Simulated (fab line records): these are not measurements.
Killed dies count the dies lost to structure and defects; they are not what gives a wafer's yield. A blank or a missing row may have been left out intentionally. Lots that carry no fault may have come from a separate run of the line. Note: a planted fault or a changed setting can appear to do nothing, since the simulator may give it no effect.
fab line records ; flow n5Finfet
record lots=10; wafers=26; lastDay=18
route steps=1938 shown BEOL_M1@786 BEOL_M4@1111 PASSIVATION@1936
lots untouched by any fault: they come from a run of this same line in which no faults occurred
startH: hours from the record's opening day to when the first of the lot's shown wafers began ; waitH: hours since the lot's step before ; " identical to the entry in the row above ; L1.1+2: several wafers, shown together as one row ; - no value present, or no start provided ; * or withheld: withheld ; < > ~ a bound
route shown NAME@n: NAME is a module with steps in the file, n the number in the route of the first one ; usual: mean/standard deviation of fault-free wafers ; same: alike in all rows ; chamber/n: place in a boat ; sites: each site's reading ; _std_site: standard deviation of those values ; _edge_site: the outer-site mean with the inner-site mean subtracted ; radiusMm: how far each site lies from the wafer's centre ; mask NAME#n: copy n ; behind: tool/chamber where the wafer was last shaped ; hold: the reason the lot was held/the length of the hold in hours/how it ended ; device: names the non-switching transistor (n, p or np) ; end of line: the route-end tests of the same wafers ; for a step that has no rows: nothing shown but its recipe ; killed: dies that structure and defects cost at the first sort, which is not the same as the wafer's yield ; map: the dies of a wafer, with x for killed, . for not killed, _ for no die there
set.NAME: the setting that was run; set.NAME@STEP: the one run at that earlier step ; model.NAME: the simulator's own value behind a step, which no gauge read
route steps across a sampled set of lots; one table per step, one row per wafer
services: the hour from which a tool's chamber was out of use, counted from the record's first day as startH (under 0 if before that day), plus the number of hours and why
## steps
# step N5_BEOL_M1_CD_MEAS_28
# recipe landingEnergyEv=500; detector=seInlens; targetCdYNm=23.3
# usual cdNm=23.99/0.29
lot.wafer;tool;chamber;startH;waitH;cdNm
L101.1;cdSem-03;0;123.33;-;23.96
L101.2;cdSem-03;0;123.33;-;24.19
L101.5;cdSem-03;0;123.33;-;23.94
L103.1;cdSem-01;0;131.06;-;24.38
L103.2;cdSem-01;0;131.06;-;23.85
L103.3;cdSem-01;0;131.06;-;24.15
L107.2;cdSem-02;0;161.29;-;24.06
L107.3;cdSem-02;0;161.29;-;24.12
L107.4;cdSem-02;0;161.29;-;24.09
L109.3;cdSem-02;0;173.33;-;24.35
L109.4;cdSem-02;0;173.33;-;24.46
L112.2;cdSem-02;0;187.20;-;24.10
L112.6;cdSem-02;0;187.20;-;24.31
L115.1;cdSem-01;0;210.65;-;24.29
L115.2;cdSem-01;0;210.65;-;23.89
L115.5;cdSem-01;0;210.65;-;23.68
L119.1;cdSem-03;0;231.10;-;24.00
L119.5;cdSem-03;0;231.10;-;24.31
L120.1;cdSem-02;0;245.38;-;24.22
L120.4;cdSem-02;0;245.38;-;23.81
L120.5;cdSem-02;0;245.38;-;23.90
L123.1;cdSem-01;0;280.18;-;24.27
L123.3;cdSem-01;0;280.18;-;23.64
L124.2;cdSem-01;0;280.45;-;23.80
L124.4;cdSem-01;0;280.45;-;23.37
L124.5;cdSem-01;0;280.45;-;24.02
# step N5_BEOL_M1_TRENCH_ETCH_37
# recipe chemistry=C4F6/O2; targetDepthA=552.07; target=SiOC; timeS=29; ionEnergyEv=250; pressureMtorr=30; sourceW=355; biasW=185; Ar_flow_sccm=300; C4F6_flow_sccm=10; O2_flow_sccm=10
# usual O2_flow_sccm=10.00/0.033; drypumpMotorCurrentA=5.8/0.43; oes_f_703_au=0.72/0.036; oesProductAu=0.72/0.038; rfVppV=669/23; runLengthS=52.3/0.36; showerheadPlenumPTorr=2.90/0.073; throttleValvePct=21.01/0.2
lot.wafer;tool;chamber;startH;waitH;O2_flow_sccm;drypumpMotorCurrentA;oes_f_703_au;oesProductAu;rfHoursCounterH;rfVppV;runLengthS;showerheadPlenumPTorr;throttleValvePct
L101.1;rieDiel-03;3;126.23;-;9.96;5.9;0.72;0.70;202;646;52.5;2.95;21.29
L101.2;rieDiel-03;2;126.23;-;9.98;5.7;0.79;0.79;86;643;52.6;2.88;21.09
L101.5;rieDiel-03;2;126.23;-;9.96;5.6;0.78;0.80;-;644;52.9;2.88;21.09
L103.1;rieDiel-03;0;132.32;-;9.99;5.9;0.69;0.72;170;709;52.4;2.97;20.96
L103.2;rieDiel-03;3;132.32;-;9.96;5.9;0.72;0.69;204;647;52.3;2.95;21.30
L103.3;rieDiel-03;2;132.32;-;9.99;5.6;0.79;0.80;88;642;52.7;2.88;21.09
L107.2;rieDiel-03;2;163.08;-;10.00;5.6;0.77;0.78;100;642;52.7;2.88;21.10
L107.3;rieDiel-03;0;163.08;-;10.02;5.9;0.68;0.72;183;709;48.2;2.96;20.98
L107.4;rieDiel-03;2;163.08;-;9.98;5.7;0.77;0.78;-;644;52.7;2.88;21.10
L109.3;rieDiel-03;2;174.15;-;9.98;5.6;0.77;0.77;106;641;48.6;2.88;21.10
L109.4;rieDiel-03;3;174.15;-;9.96;5.9;0.70;0.68;-;646;52.4;2.94;21.31
L112.2;rieDiel-03;0;188.62;-;10.03;5.9;0.68;0.70;192;709;52.0;2.96;21.00
L112.6;rieDiel-03;3;188.62;-;10.06;5.9;0.70;0.68;-;645;48.7;2.94;21.33
L115.1;rieDiel-05;3;214.12;-;9.99;6.0;0.70;0.67;234;685;52.4;2.85;21.21
L115.2;rieDiel-05;0;214.12;-;9.96;5.3;0.78;0.75;166;667;52.4;2.96;20.66
L115.5;rieDiel-05;2;214.12;-;9.98;6.4;0.72;0.72;-;666;52.5;2.94;20.78
L119.1;rieDiel-06;2;242.29;-;10.05;6.7;0.74;0.76;151;689;52.9;2.76;21.03
L119.5;rieDiel-06;1;242.29;-;9.95;5.7;0.69;0.67;-;657;51.9;2.96;20.90
L120.1;rieDiel-05;0;252.25;-;9.99;5.3;0.78;0.75;175;666;52.7;2.95;20.67
L120.4;rieDiel-05;1;252.25;-;9.97;5.1;0.69;0.69;210;676;52.6;2.95;21.15
L120.5;rieDiel-05;1;252.25;-;9.99;5.1;0.70;0.68;-;678;52.4;2.95;21.13
L123.1;rieDiel-06;3;284.24;-;10.04;5.2;0.73;0.71;238;659;51.5;2.70;20.98
L123.3;rieDiel-06;1;284.24;-;9.99;5.7;0.68;0.67;235;657;52.2;2.96;20.91
L124.2;rieDiel-03;2;287.88;-;10.00;5.7;0.75;0.74;132;641;52.6;2.86;21.15
L124.4;rieDiel-03;2;287.88;-;10.04;5.6;0.75;0.74;-;641;52.9;2.86;21.15
L124.5;rieDiel-03;2;287.88;-;10.00;5.6;0.75;0.74;-;642;52.5;2.86;21.14
# step N5_BEOL_M1_OCD_MEAS_38
# usual trenchDepthNm=54.6/0.87
lot.wafer;tool;chamber;startH;waitH;trenchDepthNm
L101.1;ocd-01;-;126.38;-;54.9
L101.2;ocd-01;-;126.38;-;53.6
L101.5;ocd-01;-;126.38;-;54.9
L103.1;ocd-02;-;132.48;-;54.5
L103.2;ocd-02;-;132.48;-;54.5
L103.3;ocd-02;-;132.48;-;54.3
L107.2;ocd-02;-;163.24;-;54.4
L107.3;ocd-02;-;163.24;-;47.1
L107.4;ocd-02;-;163.24;-;54.8
L109.3;ocd-02;-;174.31;-;46.5
L109.4;ocd-02;-;174.31;-;54.8
L112.2;ocd-01;-;188.79;-;54.3
L112.6;ocd-01;-;188.79;-;47.4
L115.1;ocd-01;-;214.27;-;54.4
L115.2;ocd-01;-;214.27;-;56.5
L115.5;ocd-01;-;214.27;-;54.8
L119.1;ocd-02;-;242.46;-;55.2
L119.5;ocd-02;-;242.46;-;54.1
L120.1;ocd-02;-;252.40;-;57.3
L120.4;ocd-02;-;252.40;-;53.5
L120.5;ocd-02;-;252.40;-;53.7
L123.1;ocd-02;-;284.40;-;54.7
L123.3;ocd-02;-;284.40;-;54.4
L124.2;ocd-02;-;288.10;-;53.4
L124.4;ocd-02;-;288.10;-;52.8
L124.5;ocd-02;-;288.10;-;53.2
# step N5_BEOL_M1_DEGAS_44
# recipe ambient=vacuum; tempC=250; timeS=60
# usual heaterPowerW=331/33; susceptorTempC=250.02/0.17
lot.wafer;tool;chamber;startH;waitH;heaterPowerW;susceptorTempC
L101.1;pvdSputter-02;-;126.68;0.1;343;249.55
L101.2;pvdSputter-02;-;126.68;0.1;319;249.98
L101.5;pvdSputter-02;-;126.68;0.1;351;250.10
L103.1;pvdSputter-02;-;133.18;0.5;342;250.16
L103.2;pvdSputter-02;-;133.18;0.5;316;249.92
L103.3;pvdSputter-02;-;133.18;0.5;353;249.81
L107.2;pvdSputter-02;-;163.64;0.3;324;250.32
L107.3;pvdSputter-02;-;163.64;0.3;364;249.83
L107.4;pvdSputter-02;-;163.64;0.3;336;249.82
L109.3;pvdSputter-01;-;175.06;0.6;304;249.89
L109.4;pvdSputter-01;-;175.06;0.6;323;249.82
L112.2;pvdSputter-03;-;188.98;0.0;333;250.23
L112.6;pvdSputter-03;-;188.98;0.0;335;250.00
L115.1;pvdSputter-02;-;214.72;0.3;349;249.98
L115.2;pvdSputter-02;-;214.72;0.3;331;249.99
L115.5;pvdSputter-02;-;214.72;0.3;319;250.23
L119.1;pvdSputter-01;-;243.79;1.2;319;249.88
L119.5;pvdSputter-01;-;243.79;1.2;308;249.95
L120.1;pvdSputter-01;-;252.88;0.3;322;250.10
L120.4;pvdSputter-01;-;252.88;0.3;387;250.15
L120.5;pvdSputter-01;-;252.88;0.3;391;249.91
L123.1;pvdSputter-01;-;285.08;0.5;330;249.95
L123.3;pvdSputter-01;-;285.08;0.5;378;250.02
L124.2;pvdSputter-02;-;288.54;0.3;319;249.95
L124.4;pvdSputter-02;-;288.54;0.3;326;250.15
L124.5;pvdSputter-02;-;288.54;0.3;319;250.26
# step N5_BEOL_M1_PRE_CLEAN_45
# recipe gas=H2/He; timeS=30; tempC=250
# usual heaterPowerW=331/33; susceptorTempC=250.02/0.17
lot.wafer;tool;chamber;startH;waitH;heaterPowerW;susceptorTempC
L101.1;pvdSputter-02;-;126.72;0.0;350;250.11
L101.2;pvdSputter-02;-;126.72;0.0;320;249.98
L101.5;pvdSputter-02;-;126.72;0.0;346;249.98
L103.1;pvdSputter-02;-;133.22;0.0;341;250.06
L103.2;pvdSputter-02;-;133.22;0.0;327;249.64
L103.3;pvdSputter-02;-;133.22;0.0;363;250.21
L107.2;pvdSputter-02;-;163.68;0.0;324;250.27
L107.3;pvdSputter-02;-;163.68;0.0;363;250.04
L107.4;pvdSputter-02;-;163.68;0.0;352;249.78
L109.3;pvdSputter-01;-;175.10;0.0;295;249.83
L109.4;pvdSputter-01;-;175.10;0.0;322;249.93
L112.2;pvdSputter-03;-;189.02;0.0;333;249.97
L112.6;pvdSputter-03;-;189.02;0.0;324;250.16
L115.1;pvdSputter-02;-;214.76;0.0;355;250.38
L115.2;pvdSputter-02;-;214.76;0.0;325;250.25
L115.5;pvdSputter-02;-;214.76;0.0;314;250.42
L119.1;pvdSputter-01;-;243.83;0.0;315;249.99
L119.5;pvdSputter-01;-;243.83;0.0;309;249.93
L120.1;pvdSputter-01;-;252.92;0.0;322;250.11
L120.4;pvdSputter-01;-;252.92;0.0;387;249.83
L120.5;pvdSputter-01;-;252.92;0.0;382;249.82
L123.1;pvdSputter-01;-;285.12;0.0;321;249.68
L123.3;pvdSputter-01;-;285.12;0.0;367;250.31
L124.2;pvdSputter-02;-;288.58;0.0;320;249.92
L124.4;pvdSputter-02;-;288.58;0.0;328;250.06
L124.5;pvdSputter-02;-;288.58;0.0;334;249.94
# step N5_BEOL_M4_RC_MEAS_101
# usual DIBL_N=36.2/2.2; DIBL_P=36.5/3; IOFF_N=0.16/0.039; IOFF_P=0.22/0.047; ION_N=675/15; ION_P=463/10; SS_N=71.6/0.71; SS_P=73.4/0.94; VT_N=250/3.6; VT_P=-250/3.9
lot.wafer;tool;chamber;startH;waitH;DIBL_N[mV/V];DIBL_P[mV/V];IOFF_N[nA/um];IOFF_P[nA/um];ION_N[uA/um];ION_P[uA/um];SS_N[mV/dec];SS_P[mV/dec];VT_N[mV];VT_P[mV]
L101.1;prober-01;0;161.40;0.0;32.5;32.4;0.11;0.16;650;452;70.7;72.4;252;-253
L101.2;prober-01;0;161.40;0.0;36.8;37.7;0.20;0.25;690;468;71.8;74.1;241;-249
L101.5;prober-01;0;161.40;0.0;35.2;36.3;0.17;0.22;677;463;71.6;72.6;247;-248
L103.1;prober-02;0;169.20;0.0;35.0;34.9;0.13;0.22;644;451;71.5;73.5;255;-250
L103.2;prober-02;0;169.20;0.0;34.3;32.9;0.11;0.16;654;455;70.7;72.8;255;-253
L103.3;prober-02;0;169.20;0.0;33.8;33.2;0.13;0.18;670;464;70.5;73.0;250;-250
L107.2;prober-02;0;200.96;0.2;35.2;36.0;0.16;0.22;676;464;71.9;74.0;249;-249
L107.3;prober-02;0;200.96;0.2;34.7;34.5;0.15;0.19;674;457;71.3;73.0;250;-249
L107.4;prober-02;0;200.96;0.2;38.8;40.0;0.24;0.31;690;474;73.3;75.5;243;-246
L109.3;prober-02;0;218.42;0.3;29.9;28.0;0.08;0.10;634;431;70.5;71.9;259;-261
L109.4;prober-02;0;218.42;0.3;35.6;35.0;0.17;0.17;681;455;71.5;72.6;247;-256
L112.2;prober-02;0;230.63;0.2;35.6;36.7;0.15;0.20;690;473;71.2;73.7;251;-251
L112.6;prober-02;0;230.63;0.2;33.2;34.3;0.12;0.18;657;454;70.3;73.6;255;-251
L115.1;prober-01;0;256.84;0.0;38.2;38.9;0.18;0.21;669;458;71.9;74.2;249;-252
L115.2;prober-01;0;256.84;0.0;35.4;36.4;0.13;0.17;667;461;71.2;73.1;253;-256
L115.5;prober-01;0;256.84;0.0;34.8;36.2;0.15;0.19;698;475;70.6;73.2;248;-252
L119.1;prober-02;0;285.12;0.1;35.0;32.9;0.14;0.19;659;457;71.0;71.6;251;-249
L119.5;prober-02;0;285.12;0.1;40.5;40.7;0.26;0.32;702;479;73.5;74.1;244;-242
L120.1;prober-02;0;289.62;0.0;32.2;32.2;0.12;0.19;669;476;70.6;71.6;251;-247
L120.4;prober-02;0;289.62;0.0;35.6;35.7;0.16;0.24;678;466;71.2;72.7;248;-244
L120.5;prober-02;0;289.62;0.0;36.5;37.0;0.18;0.29;686;475;71.6;73.8;244;-240
L123.1;prober-02;0;317.23;0.0;42.3;42.9;0.26;0.34;684;467;72.5;76.7;247;-246
L123.3;prober-02;0;317.23;0.0;34.6;33.3;0.12;0.16;661;457;70.7;73.3;254;-255
L124.2;prober-01;0;321.09;0.2;34.2;36.4;0.15;0.21;678;460;71.5;74.1;248;-249
L124.4;prober-01;0;321.09;0.2;36.0;37.1;0.18;0.22;682;462;71.9;73.2;246;-250
L124.5;prober-01;0;321.09;0.2;32.6;33.2;0.12;0.17;665;457;71.3;72.6;251;-254
# step N5_PASSIVATION_PROBE_49
# usual defectLimitedYield=91.5/1.5; killed_at_M0_to_M3=32/10; killed_at_M4_up=13/4.9; killedAtContacts=13/6.1; killedAtFrontEnd=38/11; killedAtOther=3/3.2; killedDies=101/18; killedOpen=66/13; killedShort=32/8.3; sort_bin_4_leakage=0.00/0.018; sort_bin_5_function=5.0/1; sort_bin_6_memory=3.2/0.74; sort_bin_8_speed=0.1/1.1; sortNPass=1078/22; sortYieldPct=91.3/1.9
# same grossDies=1180; killedAtBackSide=0
lot.wafer;tool;chamber;startH;waitH;defectLimitedYield[%];killed_at_M0_to_M3;killed_at_M4_up;killedAtContacts;killedAtFrontEnd;killedAtOther;killedDies;killedOpen;killedShort;sort_bin_4_leakage[%];sort_bin_5_function[%];sort_bin_6_memory[%];sort_bin_8_speed[%];sortNPass;sortYieldPct[%]
L112.2;prober-01;-;335.40;0.1;92.0;20;16;22;24;12;94;70;22;0;4.8;2.8;0;1086;92.0
L112.6;prober-01;-;335.60;0.3;91.5;39;4;16;36;5;100;62;37;0;4.3;3.7;0;1080;91.5
L120.1;prober-01;-;406.16;0.0;94.0;39;8;9;15;0;71;53;16;0;3.2;2.7;0;1109;94.0
L120.4;prober-01;-;406.31;0.2;90.8;49;13;10;36;1;109;68;40;0;6.3;2.7;0;1071;90.8
# killed by level:class
L112.2 MOL_CONTACT_COAG:geometricParticle:open=19 DUMMY_GATE:geometricParticle:open=8 BEOL_M4:geometricParticle:open=8 BEOL_M1:geometricParticle:open=6 PAD_METAL:geometricParticle:short=5 BEOL_M0_SAQP:geometricParticle:short=4 STARTING-WAFER:geometricParticle:open=4 BEOL_M0_SAQP:geometricParticle:open=3
L112.6 STI_FIN_REVEAL:geometricParticle:open=12 BEOL_M0_SAQP:geometricParticle:short=12 MOL_CONTACT_COAG:geometricParticle:open=9 FIN_SAQP:geometricParticle:short=7 MOL_CONTACT_COAG:geometricParticle:short=7 BEOL_M0_SAQP:geometricParticle:open=7 BEOL_M3:geometricParticle:open=5 DUMMY_GATE:geometricParticle:open=4
L120.1 MOL_CONTACT_COAG:geometricParticle:open=9 BEOL_M3:geometricParticle:open=9 BEOL_M1:geometricParticle:open=7 BEOL_M0_SAQP:geometricParticle:open=6 BEOL_M2:geometricParticle:open=6 FIN_SAQP:geometricParticle:open=5 BEOL_M0_SAQP:geometricParticle:short=3 BEOL_M3:geometricParticle:short=3
L120.4 BEOL_M3:geometricParticle:open=10 BEOL_M0_SAQP:geometricParticle:short=9 FIN_SAQP:geometricParticle:open=8 BEOL_M4:geometricParticle:open=8 STI_FIN_REVEAL:geometricParticle:open=8 BEOL_M2:geometricParticle:open=7 FIN_SAQP:geometricParticle:short=6 MOL_CONTACT_COAG:geometricParticle:open=6
## services
tool;chamber;startH;hours;kind
rieDiel-03;0;109.28;3.0;repair
rieDiel-06;0;119.35;10.0;repair
pvdSputter-03;-;121.47;2.2;repair
rieDiel-05;0;124.31;6.9;repair
rieDiel-03;1;127.54;46.7;repair
rieDiel-05;3;136.41;7.8;repair
pvdSputter-02;-;174.82;1.6;repair
rieDiel-06;-;182.23;2.8;pm
rieDiel-03;-;242.73;14.6;pm
rieDiel-05;3;272.30;-;clean
rieDiel-05;3;272.30;-;consumableReplace:focusRing
rieDiel-05;3;272.30;16.6;scheduledDown
rieDiel-05;3;272.30;16.6;ventCycle
rieDiel-03;3;279.83;-;clean
rieDiel-03;3;279.83;-;consumableReplace:focusRing
rieDiel-03;3;279.83;23.5;scheduledDown
rieDiel-03;3;279.83;23.5;ventCycle
rieDiel-05;1;282.09;17.6;repair
## key
firstSign step=N5_BEOL_M1_TRENCH_ETCH_37; reading=runLengthS; direction=down; sigmas=11; usual=*; struck=*
effect step=N5_BEOL_M1_OCD_MEAS_38; reading=trenchDepthNm; direction=down; sigmas=8.7; usual=54.6; struck=47.0
metAt N5_BEOL_M1_TRENCH_ETCH_37
struckLots L107,L109,L112
struckWafers L107.3,L109.3,L112.6
notActingAt N5_BEOL_M1_CD_MEAS_28,N5_BEOL_M1_DEGAS_44,N5_BEOL_M1_PRE_CLEAN_45
onsetBetween 132.32 163.08
fault kind=processParameterDrift; tool=rieDiel-03; chamber=-; onsetH=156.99; steps=N5_BEOL_M1_TRENCH_ETCH_37; channel=timeS; offset=*; shape=step; endH=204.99; scope=struckWafersOnly; actsIn=*; stated=*
